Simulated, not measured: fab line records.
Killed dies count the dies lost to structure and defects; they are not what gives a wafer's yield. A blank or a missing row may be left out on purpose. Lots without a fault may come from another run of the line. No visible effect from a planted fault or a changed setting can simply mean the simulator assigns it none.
Code-filled problem report in 8D (eight disciplines) form || flow n5-finfet || the parts of the form that need people (team, actions taken, sign-off) are left out

## 1. PROBLEM STATEMENT
sort_bin_5_function at N5_PASSIVATION_PROBE_49 reads a mean of 96.6 % on 6 wafers of 2 lots; wafers without a fault read 5.1 % with a standard deviation of 0.97. That is +94 standard deviations from the usual mean.
Seen first at day 13 10:48 on prober-02, wafer L336.1. The record holds 7 wafers of 3 lots with a number at this step. Rule for "out" (also "out of limits"): further than 4 standard deviations from the usual mean. Any other wafer with a number is counted as sound.

## 2. WHAT IT IS AND WHAT IT IS NOT
{"question": "which readings at this step", "is": "sort_bin_5_function, defect-limited-yield, killed_at_M0_to_M3, killed-dies, killed-on-rim, sort-n-pass, sort-yield-pct", "is not": "killed-at-front-end, killed-open, killed-short, sort_bin_6_memory"}
{"question": "which lots", "is": "L336, L337", "is not": "L345"}
{"question": "which wafers of those lots", "is": "all that have a number", "is not": "-"}
{"question": "read on which tools", "is": "prober-01, prober-02", "is not": "-"}
{"question": "when", "is": "from day 13 10:48", "is not": "up to then (0 sound wafers); but 1 sound wafer of L345 came after"}

## 3. SUSPECTS, AND WHAT RULES EACH OUT
Counting: a tool at any process step up to the reading remains a suspect when it ran all the lots that are out and ran no sound lot after the first of those.
- rie-si-03 at N5_BEOL_M0_SAQP_ETCH_102 (etches SiO2 in CF4, target depth 4 nm, time 4.4 s): ruled out as a lasting fault. The sound lots L345 went through it after L336, its earliest lot that is out (day 6 09:08).
Left after counting: nothing in the record.

## 4. THE CAUSE (what the simulator had put in)
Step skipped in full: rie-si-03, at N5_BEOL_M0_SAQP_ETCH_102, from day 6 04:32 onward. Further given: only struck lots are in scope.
Counting ruled it out, wrongly: the rule takes a fault to strike every lot that its tool runs from its start on, and this one did not.

## 5. THE CHAIN OF EFFECTS, in route order
Each row: a reading where the mean over the struck wafers with a number is more than 3 standard deviations away from the usual. Only readings whose record carries a usual standard deviation are examined. hours: median over the lots of the time between each lot's start at the first step of this table that gives one and its start at this step. sigmas: the change, counted in usual standard deviations.
{"hours": 0, "step": "N5_PASSIVATION_PROBE_49", "reading": "defect-limited-yield", "usual": "91.4 %", "on struck wafers": 0.0, "change": -91.4, "sigmas": -61}
{"hours": 0, "step": "N5_PASSIVATION_PROBE_49", "reading": "killed_at_M0_to_M3", "usual": 34, "on struck wafers": 1110, "change": "+1076", "sigmas": "+90"}
{"hours": 0, "step": "N5_PASSIVATION_PROBE_49", "reading": "killed-dies", "usual": 101, "on struck wafers": 1180, "change": "+1079", "sigmas": "+60"}
{"hours": 0, "step": "N5_PASSIVATION_PROBE_49", "reading": "killed-on-rim", "usual": 13, "on struck wafers": 152, "change": "+139", "sigmas": "+35"}
{"hours": 0, "step": "N5_PASSIVATION_PROBE_49", "reading": "sort_bin_5_function", "usual": "5.1 %", "on struck wafers": 96.6, "change": "+91.5", "sigmas": "+94"}
{"hours": 0, "step": "N5_PASSIVATION_PROBE_49", "reading": "sort-n-pass", "usual": 1079, "on struck wafers": 0, "change": -1079, "sigmas": -63}
{"hours": 0, "step": "N5_PASSIVATION_PROBE_49", "reading": "sort-yield-pct", "usual": "91.4 %", "on struck wafers": 0.0, "change": -91.4, "sigmas": -61}
It contains these process steps:
- N5_PASSIVATION_PROBE_49
Readings that are blank on the struck wafers while sound wafers have them: bias-w at N5_BEOL_M0_SAQP_ETCH_102; cf4-flow-sccm at N5_BEOL_M0_SAQP_ETCH_102; chamber-pressure-mTorr at N5_BEOL_M0_SAQP_ETCH_102; drypump-motor-current-A at N5_BEOL_M0_SAQP_ETCH_102; oes-product-au at N5_BEOL_M0_SAQP_ETCH_102; throttle-valve-pct at N5_BEOL_M0_SAQP_ETCH_102.

## 6. WHAT WOULD HAVE CAUGHT IT SOONER
First out-of-limits reading in this record: day 13 10:48, which is 174 hours after fault onset at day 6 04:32.
At N5_BEOL_M0_SAQP_ETCH_102 the tool's readings are blank on the struck wafers, where sound wafers have them: an empty tool record is the first sign, and it was there at once.
